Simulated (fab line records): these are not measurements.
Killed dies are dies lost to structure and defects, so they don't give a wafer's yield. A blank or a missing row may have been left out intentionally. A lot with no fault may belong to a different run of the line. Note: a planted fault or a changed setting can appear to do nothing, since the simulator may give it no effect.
Which tool was responsible? :: flow n5-finfet :: 36 wafers from 12 lots sampled at 6 of the route's 1938 steps

WHAT EACH GAUGE READ, for each wafer
N5_BEOL_M2_OVL_MEAS_12.
lot: L075
measured: day 6 23:31
on: overlay-01
M2_OVL (nm): 1.1 0.8 -0.3

lot: L078
measured: day 7 12:00
on: overlay-01
M2_OVL (nm): 0.3 0.9 -0.4

lot: L080
measured: day 8 01:59
on: overlay-02
M2_OVL (nm): -0.1 0.7 1.1

lot: L082
measured: day 8 13:29
on: overlay-02
M2_OVL (nm): -0.4 0.5 0.7

lot: L084
measured: day 8 23:38
on: overlay-02
M2_OVL (nm): 0.2 0.6 0.3

lot: L086
measured: day 9 12:27
on: overlay-01
M2_OVL (nm): -0.3 0.9 -0.5

lot: L089
measured: day 9 23:43
on: overlay-01
M2_OVL (nm): -0.1 -0.7 -0.4

lot: L090
measured: day 10 08:29
on: overlay-02
M2_OVL (nm): -1.0 -0.5 0.0

lot: L092
measured: day 10 21:29
on: overlay-01
M2_OVL (nm): 0.2 0.6 0.9

lot: L076
measured: day 11 12:52
on: overlay-01
M2_OVL (nm): 0.0 -0.9 -0.2

lot: L095
measured: day 12 11:25
on: overlay-01
M2_OVL (nm): 0.7 0.7 -0.2

lot: L096
measured: day 12 18:14
on: overlay-02
M2_OVL (nm): -0.8 -0.3 -1.2

TOOL THAT RAN EACH LOT (tool first, then ch and the chambers of the sampled wafers, then the start)
lot: L075
N5_BEOL_M1_SPUTTER_86: pvd-sputter-01, day 6 19:38
N5_BEOL_M1_ANNEAL_87: pvd-sputter-01, day 6 19:43
N5_BEOL_M1_ANNEAL_89: pvd-sputter-01, day 6 19:56
N5_BEOL_M1_ANNEAL_93: pvd-sputter-01, day 6 20:23
N5_BEOL_M2_PECVD_72: pecvd-04 ch 0,1, day 6 22:04

lot: L078
N5_BEOL_M1_SPUTTER_86: pvd-sputter-01, day 7 07:44
N5_BEOL_M1_ANNEAL_87: pvd-sputter-01, day 7 07:49
N5_BEOL_M1_ANNEAL_89: pvd-sputter-01, day 7 08:02
N5_BEOL_M1_ANNEAL_93: pvd-sputter-01, day 7 08:29
N5_BEOL_M2_PECVD_72: pecvd-03 ch 0,2, day 7 10:03

lot: L080
N5_BEOL_M1_SPUTTER_86: pvd-sputter-01, day 7 19:32
N5_BEOL_M1_ANNEAL_87: pvd-sputter-01, day 7 19:37
N5_BEOL_M1_ANNEAL_89: pvd-sputter-01, day 7 19:50
N5_BEOL_M1_ANNEAL_93: pvd-sputter-01, day 7 20:17
N5_BEOL_M2_PECVD_72: pecvd-03 ch 0,1,2, day 7 21:52

lot: L082
N5_BEOL_M1_SPUTTER_86: pvd-sputter-02, day 8 09:58
N5_BEOL_M1_ANNEAL_87: pvd-sputter-02, day 8 10:02
N5_BEOL_M1_ANNEAL_89: pvd-sputter-02, day 8 10:16
N5_BEOL_M1_ANNEAL_93: pvd-sputter-02, day 8 10:42
N5_BEOL_M2_PECVD_72: pecvd-01 ch 1,2, day 8 12:20

lot: L084
N5_BEOL_M1_SPUTTER_86: pvd-sputter-03, day 8 19:59
N5_BEOL_M1_ANNEAL_87: pvd-sputter-03, day 8 20:04
N5_BEOL_M1_ANNEAL_89: pvd-sputter-03, day 8 20:17
N5_BEOL_M1_ANNEAL_93: pvd-sputter-03, day 8 20:44
N5_BEOL_M2_PECVD_72: pecvd-03 ch 1,2, day 8 22:34

lot: L086
N5_BEOL_M1_SPUTTER_86: pvd-sputter-01, day 9 09:20
N5_BEOL_M1_ANNEAL_87: pvd-sputter-01, day 9 09:25
N5_BEOL_M1_ANNEAL_89: pvd-sputter-01, day 9 09:38
N5_BEOL_M1_ANNEAL_93: pvd-sputter-01, day 9 10:05
N5_BEOL_M2_PECVD_72: pecvd-04 ch 0,1,2, day 9 11:43

lot: L089
N5_BEOL_M1_SPUTTER_86: pvd-sputter-01, day 9 20:32
N5_BEOL_M1_ANNEAL_87: pvd-sputter-01, day 9 20:37
N5_BEOL_M1_ANNEAL_89: pvd-sputter-01, day 9 20:50
N5_BEOL_M1_ANNEAL_93: pvd-sputter-01, day 9 21:17
N5_BEOL_M2_PECVD_72: pecvd-03 ch 0,1, day 9 22:57

lot: L090
N5_BEOL_M1_SPUTTER_86: pvd-sputter-03, day 10 05:40
N5_BEOL_M1_ANNEAL_87: pvd-sputter-03, day 10 05:45
N5_BEOL_M1_ANNEAL_89: pvd-sputter-03, day 10 05:58
N5_BEOL_M1_ANNEAL_93: pvd-sputter-03, day 10 06:25
N5_BEOL_M2_PECVD_72: pecvd-03 ch 0,1, day 10 07:59

lot: L092
N5_BEOL_M1_SPUTTER_86: pvd-sputter-02, day 10 17:17
N5_BEOL_M1_ANNEAL_87: pvd-sputter-02, day 10 17:22
N5_BEOL_M1_ANNEAL_89: pvd-sputter-02, day 10 17:35
N5_BEOL_M1_ANNEAL_93: pvd-sputter-02, day 10 18:02
N5_BEOL_M2_PECVD_72: pecvd-03 ch 2, day 10 19:37

lot: L076
N5_BEOL_M1_SPUTTER_86: pvd-sputter-02, day 11 10:03
N5_BEOL_M1_ANNEAL_87: pvd-sputter-02, day 11 10:08
N5_BEOL_M1_ANNEAL_89: pvd-sputter-02, day 11 10:21
N5_BEOL_M1_ANNEAL_93: pvd-sputter-02, day 11 10:47
N5_BEOL_M2_PECVD_72: pecvd-03 ch 1,2, day 11 12:22

lot: L095
N5_BEOL_M1_SPUTTER_86: pvd-sputter-03, day 12 08:07
N5_BEOL_M1_ANNEAL_87: pvd-sputter-03, day 12 08:11
N5_BEOL_M1_ANNEAL_89: pvd-sputter-03, day 12 08:25
N5_BEOL_M1_ANNEAL_93: pvd-sputter-03, day 12 08:51
N5_BEOL_M2_PECVD_72: pecvd-03 ch 0,1, day 12 10:35

lot: L096
N5_BEOL_M1_SPUTTER_86: pvd-sputter-03, day 12 13:41
N5_BEOL_M1_ANNEAL_87: pvd-sputter-03, day 12 13:46
N5_BEOL_M1_ANNEAL_89: pvd-sputter-03, day 12 13:59
N5_BEOL_M1_ANNEAL_93: pvd-sputter-03, day 12 14:25
N5_BEOL_M2_PECVD_72: pecvd-03 ch 1,2, day 12 16:28
- N5_BEOL_M1_SPUTTER_86: material Cu, target thk 4.5 nm, time 8.29 s.
- N5_BEOL_M1_ANNEAL_87: time 240 s.
- N5_BEOL_M1_ANNEAL_89: time 240 s.
- N5_BEOL_M1_ANNEAL_93: time 240 s.
- N5_BEOL_M2_PECVD_72: deposits SiO2 from TEOS/O2, target thk 16 nm, time 18 s.

THE ANSWER, worked out from the rows above alone
Rule: the usual values come from the lots themselves. Put in order of their means at a reading, lots are off if they are a third of the lots or fewer, leave a main group of 4 or more, and stand apart from it by a gap of 3 or more times the standard deviation of the main group's means; of several such gaps the widest counts. If all means in a main group match to the digits the tables above print for the reading, that group is not used. A lot without any number at a reading at which 4 lots or more have one is off too. The other lots that the step has rows for count as sound.
No lot is off on any of the readings shown, so nothing can be concluded from this.

WHAT THE SIMULATOR PUT IN
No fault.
